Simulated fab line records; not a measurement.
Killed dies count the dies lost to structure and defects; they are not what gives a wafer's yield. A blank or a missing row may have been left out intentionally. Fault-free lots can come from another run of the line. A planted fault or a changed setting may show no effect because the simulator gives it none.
Which of the tools did it?	flow nandHarc	23 lots, 69 wafers sampled, at 6 steps of a route of 1159

== WHAT EACH GAUGE READ, for each wafer ==
The record holds no reading of a measuring or inspecting step that can be judged against a usual standard deviation.

== EACH LOT AND THE TOOL THAT RAN IT (in order: tool; ch and the chambers of the sampled wafers; start) ==
lot	NHARC_A_CHANNEL_FILL_D1_ALD_25	NHARC_A_STAIRCASE_TRIM_200	NHARC_A_STAIRCASE_TRIM_220	NHARC_A_STAIRCASE_ETCH_230	NHARC_A_STAIRCASE_STRIP_254	NHARC_A_STAIRCASE_ETCH_292
L075	aldHk-03 ch 0,2,3, day 10 08:16	rieDiel-07 ch 0,2, day 11 07:14 or earlier	rieDiel-02 ch 0,3, day 11 07:14	rieDiel-02 ch 0,1,2, day 11 11:05 or earlier	plasmaAsher-01 ch 0,1, day 11 11:05	rieDiel-02 ch 0,2,3, day 11 15:19
L074	aldHk-03 ch 0,2,3, day 10 13:44	rieDiel-06 ch 0,1,3, day 11 14:20 or earlier	rieDiel-02 ch 1,2,3, day 11 14:20	rieDiel-07 ch 0,1,2, day 11 18:32 or earlier	plasmaAsher-02 ch 0,1, day 11 18:32	rieDiel-07 ch 1,2, day 11 23:14
L076	aldHk-02 ch 1,2, day 10 19:26	rieDiel-07 ch 0,3, day 11 19:35 or earlier	rieDiel-06 ch 0,3, day 11 19:35	rieDiel-06 ch 0,1, day 11 23:47 or earlier	plasmaAsher-01 ch 0,1, day 11 23:47	rieDiel-02 ch 0,1, day 12 03:21
L078	aldHk-03 ch 0,1,2, day 10 19:26	rieDiel-06 ch 0,2,3, day 11 18:46 or earlier	rieDiel-07 ch 0,2,3, day 11 18:46	rieDiel-07 ch 1,2,3, day 11 22:43 or earlier	plasmaAsher-01 ch 0,1, day 11 22:43	rieDiel-07 ch 0,2,3, day 12 02:20
L077	aldHk-03 ch 1,2,3, day 10 23:07	rieDiel-07 ch 1,2,3, day 11 22:03 or earlier	rieDiel-06 ch 1,2,3, day 11 22:03	rieDiel-02 ch 0,1,2, day 12 02:18 or earlier	plasmaAsher-01 ch 0,1, day 12 02:18	rieDiel-02 ch 1,2, day 12 05:55
L079	aldHk-02 ch 2,3, day 11 05:19	rieDiel-02 ch 0,1,3, day 12 04:59 or earlier	rieDiel-06 ch 0,1,2, day 12 04:59	rieDiel-06 ch 0,1, day 12 09:26 or earlier	plasmaAsher-02 ch 0,1, day 12 09:26	rieDiel-02 ch 0,1,2, day 12 13:13
L081	aldHk-01 ch 0,3, day 11 18:01	rieDiel-02 ch 0,1,2, day 12 17:55 or earlier	rieDiel-07 ch 1,3, day 12 17:55	rieDiel-07 ch 0,1,3, day 12 23:16 or earlier	plasmaAsher-01 ch 0,1, day 12 23:16	rieDiel-02 ch 0,1,3, day 13 03:09
L080	aldHk-02 ch 0,2,3, day 11 18:38	rieDiel-06 ch 0,1,2, day 12 17:32 or earlier	rieDiel-06 ch 0,1,2, day 12 17:32	rieDiel-06 ch 0,1,2, day 12 21:34 or earlier	plasmaAsher-01 ch 0,1, day 12 21:34	rieDiel-06 ch 1,2,3, day 13 01:14
L082	aldHk-03 ch 1,2, day 12 06:29	rieDiel-07 ch 1,2, day 13 06:47 or earlier	rieDiel-07 ch 1,2, day 13 06:47	rieDiel-06 ch 2,3, day 13 11:02 or earlier	plasmaAsher-02 ch 0,1, day 13 11:02	rieDiel-07 ch 0,1,3, day 13 19:29
L083	aldHk-02 ch 1,2,3, day 12 08:58	rieDiel-06 ch 1,2,3, day 13 07:14 or earlier	rieDiel-07 ch 1,2, day 13 07:14	rieDiel-06 ch 0,1,2, day 13 11:22 or earlier	plasmaAsher-02 ch 0,1, day 13 11:22	rieDiel-02 ch 0,1,2, day 13 20:26
L084	aldHk-03 ch 1,2, day 12 14:13	rieDiel-06 ch 0,1,2, day 13 15:28 or earlier	rieDiel-07 ch 0,1,2, day 13 15:28	rieDiel-06 ch 0,3, day 13 19:27 or earlier	plasmaAsher-01 ch 0,1, day 13 19:27	rieDiel-07 ch 0,3, day 14 01:18
L086	aldHk-02 ch 0,1,2, day 13 10:01	rieDiel-06 ch 0,1,2, day 14 09:49 or earlier	rieDiel-07 ch 0,2,3, day 14 09:49	rieDiel-06 ch 0,2,3, day 14 13:55 or earlier	plasmaAsher-01 ch 0,1, day 14 13:55	rieDiel-06 ch 0,1,3, day 14 19:20
L087	aldHk-03 ch 0,1,3, day 13 10:38	rieDiel-07 ch 1,2,3, day 14 09:09 or earlier	rieDiel-06 ch 0,1,3, day 14 09:09	rieDiel-06 ch 0,1,2, day 14 12:58 or earlier	plasmaAsher-02 ch 0,1, day 14 12:58	rieDiel-06 ch 0,1,3, day 14 16:51
L085	aldHk-01 ch 0,2,3, day 13 11:16	rieDiel-02 ch 0,3, day 14 11:34 or earlier	rieDiel-06 ch 0,2, day 14 11:34	rieDiel-06 ch 2,3, day 14 15:53 or earlier	plasmaAsher-02 ch 0,1, day 14 15:53	rieDiel-06 ch 0,1,3, day 14 23:07
L088	aldHk-03 ch 1,2,3, day 13 21:38	rieDiel-06 ch 0,2,3, day 14 21:48 or earlier	rieDiel-07 ch 2,3, day 14 21:48	rieDiel-07 ch 0,2,3, day 15 03:39 or earlier	plasmaAsher-01 ch 0,1, day 15 03:39	rieDiel-06 ch 0,2,3, day 15 07:25
L089	aldHk-02 ch 0,1,3, day 14 00:04	rieDiel-06 ch 0,1,3, day 15 01:30 or earlier	rieDiel-02 ch 0,2,3, day 15 01:30	rieDiel-02 ch 0,1,3, day 15 05:42 or earlier	plasmaAsher-02 ch 0,1, day 15 05:42	rieDiel-07 ch 0,2, day 15 09:35
L090	aldHk-03 ch 0,1,2, day 14 01:22	rieDiel-07 ch 0,2,3, day 15 03:41 or earlier	rieDiel-07 ch 0,1,3, day 15 03:41	rieDiel-07 ch 0,1,2, day 15 07:31 or earlier	plasmaAsher-01 ch 0,1, day 15 07:31	rieDiel-02 ch 0,2,3, day 15 11:05
L092	aldHk-01 ch 1,2, day 14 19:03	rieDiel-06 ch 2,3, day 15 17:08 or earlier	rieDiel-07 ch 0,1,2, day 15 17:08	rieDiel-06 ch 0,1,3, day 15 20:47 or earlier	plasmaAsher-02 ch 0, day 15 20:47	rieDiel-02 ch 0,1,3, day 16 00:37
L095	aldHk-02 ch 0,1,2, day 15 09:12	rieDiel-02 ch 1,2,3, day 16 06:59 or earlier	rieDiel-02 ch 0,1,3, day 16 06:59	rieDiel-06 ch 0,2,3, day 16 10:42 or earlier	plasmaAsher-02 ch 0,1, day 16 10:42	rieDiel-02 ch 1,2,3, day 16 17:26
L096	aldHk-01 ch 1,2,3, day 15 09:32	rieDiel-02 ch 0,2,3, day 16 08:38 or earlier	rieDiel-02 ch 1,2,3, day 16 08:38	rieDiel-02 ch 0,2,3, day 16 12:46 or earlier	plasmaAsher-02 ch 0,1, day 16 12:46	rieDiel-07 ch 0,1,2, day 16 18:07
L093	aldHk-03 ch 0,1, day 15 09:33	rieDiel-06 ch 0,2,3, day 16 09:07 or earlier	rieDiel-06 ch 0,3, day 16 09:07	rieDiel-06 ch 1,3, day 16 13:01 or earlier	plasmaAsher-01 ch 0,1, day 16 13:01	rieDiel-06 ch 1,2, day 16 18:23
L094	aldHk-02 ch 0,2, day 15 12:16	rieDiel-07 ch 0,1,2, day 16 11:50 or earlier	rieDiel-06 ch 0,2,3, day 16 11:50	rieDiel-07 ch 1,2,3, day 16 15:46 or earlier	plasmaAsher-01 ch 0,1, day 16 15:46	rieDiel-07 ch 1,2,3, day 16 20:28
L097	aldHk-03 ch 1,2,3, day 15 22:15	rieDiel-06 ch 0,1,3, day 16 22:46 or earlier	rieDiel-02 ch 2,3, day 16 22:46	rieDiel-02 ch 0,1,2, day 17 03:23 or earlier	plasmaAsher-02 ch 0,1, day 17 03:23	rieDiel-02 ch 2,3, day 17 07:06
- NHARC_A_CHANNEL_FILL_D1_ALD_25: deposits SiOx, target thk 60 nm, pulse time 10 s, ald cycles 600.
- NHARC_A_STAIRCASE_TRIM_200: chemistry O2, time 211.2 s.
- NHARC_A_STAIRCASE_TRIM_220: chemistry O2, time 211.2 s.
- NHARC_A_STAIRCASE_ETCH_230: etches the open film in C4F8/O2, target depth 100 nm, time 40.5 s.
- NHARC_A_STAIRCASE_STRIP_254: strips in O2.
- NHARC_A_STAIRCASE_ETCH_292: etches the open film in CF4/CHF3.

== WHAT THE TOOLS THEMSELVES READ (means of the sampled wafers that have a number; where no wafer has one, the mark that the record gives instead) ==
NHARC_A_CHANNEL_FILL_D1_ALD_25. Usual: heaterPowerW 461 W, standard deviation 51; precursorPulseHeightRel 1.001, standard deviation 0.021; susceptorTempC 300.00 C, standard deviation 0.19.
lot	tool	heaterPowerW (W)	precursorPulseHeightRel	susceptorTempC (C)	flag
L075	aldHk-03	440	0.998	300.00	
L074	aldHk-03	447	0.990	299.94	
L076	aldHk-02	470	0.998	300.02	
L078	aldHk-03	406	1.013	299.81	
L077	aldHk-03	451	1.002	300.04	
L079	aldHk-02	471	1.014	299.96	
L081	aldHk-01	484	1.015	300.03	
L080	aldHk-02	485	1.024	299.99	
L082	aldHk-03	421	1.003	299.90	
L083	aldHk-02	452	1.009	299.99	
L084	aldHk-03	431	1.023	300.09	
L086	aldHk-02	489	1.016	300.04	
L087	aldHk-03	446	1.011	299.91	
L085	aldHk-01	461	1.007	300.13	
L088	aldHk-03	450	1.009	300.05	
L089	aldHk-02	459	1.004	299.89	
L090	aldHk-03	418	1.008	300.04	
L092	aldHk-01	500	0.989	300.03	
L095	aldHk-02	495	0.992	300.34	
L096	aldHk-01	489	1.022	300.05	
L093	aldHk-03	403	0.995	299.86	
L094	aldHk-02	513	0.988	300.15	
L097	aldHk-03	450	0.993	299.88	

NHARC_A_STAIRCASE_TRIM_200. Usual: drypumpMotorCurrentA 5.4 A, standard deviation 0.37; oesProductAu 1.001 a.u., standard deviation 0.0078; rfVppV 58.0 V, standard deviation 0.89; showerheadPlenumPTorr 3.63 Torr, standard deviation 0.12; throttleValvePct 17.037 %, standard deviation 0.011.
lot	tool	drypumpMotorCurrentA (A)	oesProductAu (a.u.)	rfVppV (V)	showerheadPlenumPTorr (Torr)	throttleValvePct (%)	flag
L075	rieDiel-07	5.6	0.998	57.8	3.64	17.033	
L074	rieDiel-06	5.0	1.014	58.5	3.68	17.043	
L076	rieDiel-07	5.6	1.006	57.8	3.62	17.035	
L078	rieDiel-06	5.0	1.001	57.4	3.75	17.045	
L077	rieDiel-07	5.6	1.002	58.2	3.58	17.030	
L079	rieDiel-02	5.8	0.996	57.4	3.47	17.044	
L081	rieDiel-02	5.5	0.994	58.9	3.51	17.035	
L080	rieDiel-06	5.2	1.006	58.6	3.68	17.041	
L082	rieDiel-07	5.6	1.008	57.5	3.57	17.038	
L083	rieDiel-06	5.1	1.004	57.4	3.69	17.036	
L084	rieDiel-06	5.2	1.007	58.2	3.67	17.028	
L086	rieDiel-06	5.2	1.014	58.7	3.67	17.027	
L087	rieDiel-07	5.6	0.995	58.2	3.57	17.034	
L085	rieDiel-02	6.0	0.996	57.6	3.47	17.037	
L088	rieDiel-06	5.0	0.998	58.9	3.74	17.032	
L089	rieDiel-06	5.0	0.997	57.6	3.67	17.027	
L090	rieDiel-07	5.6	1.003	58.1	3.59	17.040	
L092	rieDiel-06	5.0	0.995	57.6	3.75	17.036	
L095	rieDiel-02	5.6	0.993	58.4	3.58	17.039	
L096	rieDiel-02	5.7	0.991	57.5	3.59	17.043	
L093	rieDiel-06	5.0	0.996	58.7	3.73	17.024	
L094	rieDiel-07	5.6	0.997	58.9	3.60	17.037	
L097	rieDiel-06	5.0	1.008	58.8	3.66	17.036	

NHARC_A_STAIRCASE_TRIM_220. Usual: drypumpMotorCurrentA 5.5 A, standard deviation 0.35; oesProductAu 1.001 a.u., standard deviation 0.0073; rfVppV 58.0 V, standard deviation 0.96; showerheadPlenumPTorr 3.61 Torr, standard deviation 0.12; throttleValvePct 17.038 %, standard deviation 0.0097.
lot	tool	drypumpMotorCurrentA (A)	oesProductAu (a.u.)	rfVppV (V)	showerheadPlenumPTorr (Torr)	throttleValvePct (%)	flag
L075	rieDiel-02	6.0	1.003	57.5	3.57	17.040	
L074	rieDiel-02	5.6	1.007	58.7	3.60	17.042	
L076	rieDiel-06	4.9	0.999	58.2	3.73	17.037	
L078	rieDiel-07	5.6	1.005	58.3	3.61	17.035	
L077	rieDiel-06	5.1	0.998	58.8	3.70	17.037	
L079	rieDiel-06	5.2	0.993	58.4	3.68	17.037	
L081	rieDiel-07	5.5	0.998	58.0	3.54	17.033	
L080	rieDiel-06	5.2	1.005	58.5	3.68	17.031	
L082	rieDiel-07	5.6	0.993	57.7	3.60	17.025	
L083	rieDiel-07	5.6	0.998	57.6	3.60	17.040	
L084	rieDiel-07	5.6	1.000	57.1	3.61	17.036	
L086	rieDiel-07	5.6	0.998	57.0	3.60	17.040	
L087	rieDiel-06	5.0	1.008	58.8	3.67	17.044	
L085	rieDiel-06	5.1	1.012	58.6	3.72	17.038	
L088	rieDiel-07	5.5	1.001	56.4	3.56	17.039	
L089	rieDiel-02	5.7	1.003	57.4	3.60	17.049	
L090	rieDiel-07	5.6	0.999	57.9	3.57	17.032	
L092	rieDiel-07	5.6	1.001	57.1	3.60	17.031	
L095	rieDiel-02	5.8	1.000	57.2	3.45	17.040	
L096	rieDiel-02	5.6	1.007	58.4	3.58	17.035	
L093	rieDiel-06	4.8	0.995	58.9	3.73	17.039	
L094	rieDiel-06	5.0	0.998	58.8	3.73	17.039	
L097	rieDiel-02	5.5	1.001	58.9	3.71	17.042	

NHARC_A_STAIRCASE_ETCH_230. Usual: oesProductAu 0.946 a.u., standard deviation 0.017; rfVppV 899 V, standard deviation 4.5.
lot	tool	oesProductAu (a.u.)	rfVppV (V)	flag
L075	rieDiel-02	0.933	896	
L074	rieDiel-07	0.949	900	
L076	rieDiel-06	0.942	901	
L078	rieDiel-07	0.935	897	
L077	rieDiel-02	0.919	896	
L079	rieDiel-06	0.951	898	
L081	rieDiel-07	0.953	897	
L080	rieDiel-06	0.950	901	
L082	rieDiel-06	0.960	905	
L083	rieDiel-06	0.959	901	
L084	rieDiel-06	0.919	903	
L086	rieDiel-06	0.981	903	
L087	rieDiel-06	0.951	901	
L085	rieDiel-06	0.924	904	
L088	rieDiel-07	0.930	898	
L089	rieDiel-02	0.945	893	
L090	rieDiel-07	0.944	899	
L092	rieDiel-06	0.970	901	
L095	rieDiel-06	0.967	903	
L096	rieDiel-02	0.943	899	
L093	rieDiel-06	0.937	901	
L094	rieDiel-07	0.942	897	
L097	rieDiel-02	0.951	895	

NHARC_A_STAIRCASE_STRIP_254. Usual: drypumpMotorCurrentA 5.8 A, standard deviation 0.44; heaterPowerW 303 W, standard deviation 28.
lot	tool	drypumpMotorCurrentA (A)	heaterPowerW (W)	flag
L075	plasmaAsher-01	5.8	284	
L074	plasmaAsher-02	5.9	302	
L076	plasmaAsher-01	5.6	286	
L078	plasmaAsher-01	5.5	288	
L077	plasmaAsher-01	5.8	283	
L079	plasmaAsher-02	5.9	303	
L081	plasmaAsher-01	5.5	296	
L080	plasmaAsher-01	5.5	293	
L082	plasmaAsher-02	6.0	325	
L083	plasmaAsher-02	5.9	304	
L084	plasmaAsher-01	5.9	292	
L086	plasmaAsher-01	5.6	298	
L087	plasmaAsher-02	6.0	331	
L085	plasmaAsher-02	5.9	301	
L088	plasmaAsher-01	5.5	295	
L089	plasmaAsher-02	5.9	307	
L090	plasmaAsher-01	5.5	292	
L092	plasmaAsher-02	5.7	283	
L095	plasmaAsher-02	5.9	315	
L096	plasmaAsher-02	6.0	337	
L093	plasmaAsher-01	5.9	288	
L094	plasmaAsher-01	5.5	299	
L097	plasmaAsher-02	6.0	334	

NHARC_A_STAIRCASE_ETCH_292. Usual: drypumpMotorCurrentA 5.4 A, standard deviation 0.37; oesProductAu 0.942 a.u., standard deviation 0.019; rfVppV 371.6 V, standard deviation 2.3; showerheadPlenumPTorr 1.60 Torr, standard deviation 0.063; throttleValvePct 16.801 %, standard deviation 0.009.
lot	tool	drypumpMotorCurrentA (A)	oesProductAu (a.u.)	rfVppV (V)	showerheadPlenumPTorr (Torr)	throttleValvePct (%)	flag
L075	rieDiel-02	5.7	0.955	371.1	1.61	16.802	
L074	rieDiel-07	5.6	0.920	372.0	1.61	16.810	
L076	rieDiel-02	5.6	0.917	368.2	1.51	16.806	
L078	rieDiel-07	5.6	0.925	371.2	1.61	16.812	
L077	rieDiel-02	5.3	0.983	372.2	1.63	16.802	
L079	rieDiel-02	5.5	0.975	369.7	1.57	16.799	
L081	rieDiel-02	5.8	0.919	370.3	1.54	16.798	
L080	rieDiel-06	5.1	0.945	373.0	1.65	16.795	
L082	rieDiel-07	5.6	0.970	371.4	1.60	16.792	
L083	rieDiel-02	5.5	0.922	370.0	1.57	16.800	
L084	rieDiel-07	5.6	0.927	370.8	1.59	16.806	
L086	rieDiel-06	5.0	0.928	373.7	1.64	16.803	
L087	rieDiel-06	5.0	0.925	373.9	1.64	16.793	
L085	rieDiel-06	5.0	0.936	372.8	1.64	16.806	
L088	rieDiel-06	5.0	0.948	373.2	1.67	16.805	
L089	rieDiel-07	5.6	0.924	372.7	1.62	16.801	
L090	rieDiel-02	5.7	0.968	371.3	1.60	16.795	
L092	rieDiel-02	5.8	0.941	370.0	1.54	16.805	
L095	rieDiel-02	5.6	0.955	371.9	1.59	16.803	
L096	rieDiel-07	5.6	0.928	370.9	1.60	16.792	
L093	rieDiel-06	5.3	0.938	371.2	1.61	16.797	
L094	rieDiel-07	5.5	0.961	370.4	1.59	16.802	
L097	rieDiel-02	5.5	0.957	374.4	1.66	16.803	

== THE ANSWER, worked out from the rows above alone ==
Rule: a lot counts as off when the mean over its wafers that have a number is more than 3 standard deviations away from the usual mean. Also off: a lot with no number at a reading for which 4 or more lots have one. The other lots that the step has rows for count as sound. After the gauges, taken in route order, come the tools' own readings; for these a lot's mean is taken, as printed above. At the first step where some lot is off, the reading lying furthest off is the one used; lots without a number count as furthest.
Across all readings shown, no lot is off: no conclusion can be drawn from this.

== WHAT HAD BEEN PUT IN BY THE SIMULATOR ==
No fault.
